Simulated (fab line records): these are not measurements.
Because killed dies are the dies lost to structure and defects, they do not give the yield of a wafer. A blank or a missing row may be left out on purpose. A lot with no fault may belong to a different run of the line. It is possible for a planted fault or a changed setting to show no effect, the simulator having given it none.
2 desks, one fault :: flow n5Finfet :: numbers are kept per desk, each desk with only its own; the story behind them comes last

THE TOOL OWNER'S DESK: remotePlasma-01
The tool's own readings at N5_ILD0_PRECLEAN_10 (cleans in NF3:NH3, afs cycles 5, time 20 s, sublimation time 60 s): means of the sampled wafers that have a number, for each lot that ran on this tool. The brackets show how far a lot's mean lies from the usual mean; more than 4 standard deviations puts the lot out of limits, marked OUT.
Columns: A = rfPowerW at N5_ILD0_PRECLEAN_10, usual 29.98 W
lot: L655
first seen here: day 4 22:17
A: 29.87

lot: L661
first seen here: day 6 09:37
A: 29.93

lot: L663
first seen here: day 6 19:30
A: 29.96
Result from this desk: across the 3 lots, nothing is out of limits.

AT THE METROLOGY DESK
What the gauges read for every lot (on any tool): the sampled wafers with a number, averaged. The brackets show how far a lot's mean lies from the usual mean; more than 4 standard deviations puts the lot out of limits, marked OUT. Readings shown: 7 of its 10, picked as those furthest out on some lot.
Columns: A = DIBL_N at N5_BEOL_M4_RC_MEAS_101, usual 36.0 mV/V; B = IOFF_N at N5_BEOL_M4_RC_MEAS_101, usual 0.16 nA/um; C = ION_N at N5_BEOL_M4_RC_MEAS_101, usual 673 uA/um; D = ION_P at N5_BEOL_M4_RC_MEAS_101, usual 461 uA/um; E = SS_N at N5_BEOL_M4_RC_MEAS_101, usual 71.5 mV/dec; F = SS_P at N5_BEOL_M4_RC_MEAS_101, usual 73.4 mV/dec; G = VT_P at N5_BEOL_M4_RC_MEAS_101, usual -251 mV
lot: L655
first seen here: day 9 00:50
A: 37.3
B: 0.16
C: 673
D: 463
E: 71.5
F: 73.1
G: -248

lot: L663
first seen here: day 10 23:34
A: 37.8
B: 0.17
C: 668
D: 452
E: 72.1
F: 73.4
G: -253

lot: L661
first seen here: day 11 02:20
A: 38.3
B: 0.20
C: 689
D: 469
E: 72.2
F: 74.1
G: -251

lot: L671
first seen here: day 13 17:08
A: 36.6
B: 0.18
C: 676
D: 468
E: 72.5
F: 73.5
G: -248
Result from this desk: across the 4 lots, nothing is out of limits.

TAKEN TOGETHER
The tool owner's desk saw nothing out of limits.
Metrology desk: nothing out of limits seen.

WHAT THE SIMULATOR HAD PUT IN
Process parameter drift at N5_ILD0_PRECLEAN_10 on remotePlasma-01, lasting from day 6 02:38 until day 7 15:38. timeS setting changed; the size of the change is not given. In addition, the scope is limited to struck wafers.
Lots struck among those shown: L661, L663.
